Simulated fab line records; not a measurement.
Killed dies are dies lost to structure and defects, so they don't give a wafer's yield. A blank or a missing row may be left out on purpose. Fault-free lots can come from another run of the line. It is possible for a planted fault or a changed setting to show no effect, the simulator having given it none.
A single fault, viewed from 3 desks ; flow nandHarc ; each desk has only its own numbers; what lay behind them comes last

## THE DEFECT DESK
Lot by lot, what the route's inspections counted, given as the mean of those sampled wafers with a number. The brackets show how far a lot's mean lies from the usual mean; more than 4 standard deviations puts the lot out of limits, marked OUT.
Columns: A = rawDefectCount at NHARC_A_BLC_INSPECT_12, usual 80; B = rawDefectCount at NHARC_A_M0_INSPECT_11, usual 81
lot;first seen here;A;B
L617;day 23 06:22;108;113
L615;day 23 08:03;99;105
L614;day 23 10:27;62;67
L616;day 23 14:07;111;120
L618;day 24 06:56;74;72
L620;day 25 05:28;64;63
L621;day 25 13:35;161;165
L627;day 28 01:21;63;66
L625;day 28 08:31;75;78
L628;day 28 11:29;95;99
L626;day 28 14:28;48;47
L629;day 28 21:47;24;24
L630;day 29 11:31;111;108
L632;day 30 16:28;120;124
L637;day 33 00:41;53;54
Result from this desk: across the 15 lots, nothing is out of limits.

## AT THE TOOL OWNER'S DESK: arfiScanner-01
The tool's own readings at NHARC_A_M0_EXPOSE_06 (exposes mask A M0, target cd 80 nm): means of the sampled wafers that have a number, for each lot that ran on this tool. The brackets show how far a lot's mean lies from the usual mean; more than 4 standard deviations puts the lot out of limits, marked OUT.
Columns: A = exposureDoseMJCm2 at NHARC_A_M0_EXPOSE_06, usual 83.24
lot;first seen here;A
L618;day 24 10:43;83.35
L627;day 28 05:35;52.46 (-99 or more) OUT
L628;day 28 15:15;58.63 (-99 or more) OUT
L629;day 29 01:34;60.73 (-99 or more) OUT
This desk's finding: out of limits on L627, L628, L629; first on L627, day 28 05:35 (exposureDoseMJCm2 at NHARC_A_M0_EXPOSE_06). Within limits: L618.

## FROM THE METROLOGY DESK
What the gauges read for every lot (on any tool): the sampled wafers with a number, averaged. The brackets show how far a lot's mean lies from the usual mean; more than 4 standard deviations puts the lot out of limits, marked OUT.
Columns: A = cdNm at NHARC_A_M0_CD_MEAS_09, usual 80.0 nm
lot;first seen here;A
L617;day 23 10:16;80.1
L615;day 23 11:59;80.1
L614;day 23 14:23;79.3
L616;day 23 18:03;79.5
L618;day 24 10:51;80.8
L620;day 25 09:47;80.3
L621;day 25 17:59;79.7
L627;day 28 05:44;49.9 (-51) OUT
L625;day 28 12:27;80.5
L628;day 28 15:23;56.1 (-41) OUT
L626;day 28 18:28;80.9
L629;day 29 01:42;59.7 (-34) OUT
L630;day 29 15:25;80.0
L632;day 30 20:34;80.7
L637;day 33 04:52;80.0
This desk's finding: out of limits on L627, L628, L629; first on L627, day 28 05:44 (cdNm at NHARC_A_M0_CD_MEAS_09). Within limits: L617, L615, L614, L616, L618, L620, L621, L625, L626, L630, L632, L637.

## ALL TOGETHER
An alarm could have come from the tool owner's desk at day 28 05:35, on L627, L628, L629.
On L627, L628, L629, the metrology desk was in a position to raise an alarm at day 28 05:44.
The defect desk saw nothing out of limits.
The defect desk has L627, L628, L629 on record, within its limits.
Of the lots named, all ran NHARC_A_M0_EXPOSE_06 on arfiScanner-01.

## WHAT THE SIMULATOR HAD INSERTED
Process parameters drifting: arfiScanner-01 at NHARC_A_M0_EXPOSE_06, beginning at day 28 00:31. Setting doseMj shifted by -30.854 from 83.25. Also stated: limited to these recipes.
Shown lots that were struck: L627, L628, L629.
Fault start to first reading out of limits, in hours, per desk: tool owner, 5; metrology, 5.
